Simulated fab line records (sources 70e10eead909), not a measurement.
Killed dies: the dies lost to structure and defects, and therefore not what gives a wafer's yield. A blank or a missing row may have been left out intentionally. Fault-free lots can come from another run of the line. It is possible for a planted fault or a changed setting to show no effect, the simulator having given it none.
Code-filled problem report in 8D (eight disciplines) form | flow nand-harc | the parts of the form that need people (team, actions taken, sign-off) are left out

1. THE ISSUE
At NHARC_A_CONTACT_SOFTBAKE_37, heater-power-total-W averages 244.79 W over 4 wafers from 3 lots, while fault-free wafers read 188.46 W, standard deviation 0.14. That is +99 or more standard deviations from the usual mean.
The step: time 55 s.
First seen on wafer L816.6, day 20 06:00, on litho-track-01. The record has a number at this step for 38 wafers belonging to 13 lots. By rule, "out" or "out of limits" means more than 4 standard deviations away from the usual mean. Any other wafer with a number is counted as sound.

2. WHAT IT IS, AND WHAT IT ISN'T
question                    | is                             | is not
which readings at this step | heater-power-total-W           | -
which lots                  | L816, L817, L818               | L800, L801, L804, L805, L810, L812, L815, L819, L822, L823
which wafers of those lots  | L816.6, L817.3, L817.6, L818.3 | L816.2, L817.2, L818.1, L818.4
read on which tools         | litho-track-01                 | litho-track-04, litho-track-06
when                        | from day 20 06:00              | up to then (22 sound wafers); but 12 sound wafers of L817, L818, L819, L822, L823 came after

3. WHAT RULES OUT EACH SUSPECT
Counting: any tool at a process step up to the reading remains a suspect provided it ran every lot that is out. Sound lots after the first of them don't rule it out here, since some wafers of a struck lot are sound.
- litho-track-01 at NHARC_A_CONTACT_SOFTBAKE_37 (time 55 s): kept. Ran every lot that is out, first one L816 (day 20 06:00); last sound lot up to then L810 (day 18 20:00). Its own heater-power-total-W readings are out on those wafers.
Remaining after the count: litho-track-01 at NHARC_A_CONTACT_SOFTBAKE_37.

4. THE CAUSE (what the simulator had put in)
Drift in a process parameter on litho-track-01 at NHARC_A_CONTACT_SOFTBAKE_37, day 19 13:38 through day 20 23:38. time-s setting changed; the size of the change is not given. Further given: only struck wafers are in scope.
This tool alone remained once counting was done.

5. THE EFFECT CHAIN, in route order
One row per reading whose mean, taken over the struck wafers that have a number, lies over 3 standard deviations from the usual. Only readings for which the record gives a usual standard deviation are gone through. hours: the time from each lot's start at the first step in this table that gives one to its start at this step, as a median over the lots. sigmas: the change in usual standard deviations.
hours | step                        | reading              | usual    | on struck wafers | change | sigmas
0     | NHARC_A_CONTACT_SOFTBAKE_37 | heater-power-total-W | 188.46 W | 244.79           | +56.33 | +99 or more
Its process steps:
- NHARC_A_CONTACT_SOFTBAKE_37: time 55 s.

6. HOW IT WOULD HAVE BEEN CAUGHT EARLIER
The fault began at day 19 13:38; the first out-of-limits reading in this record came at day 20 06:00, 16 hours later.
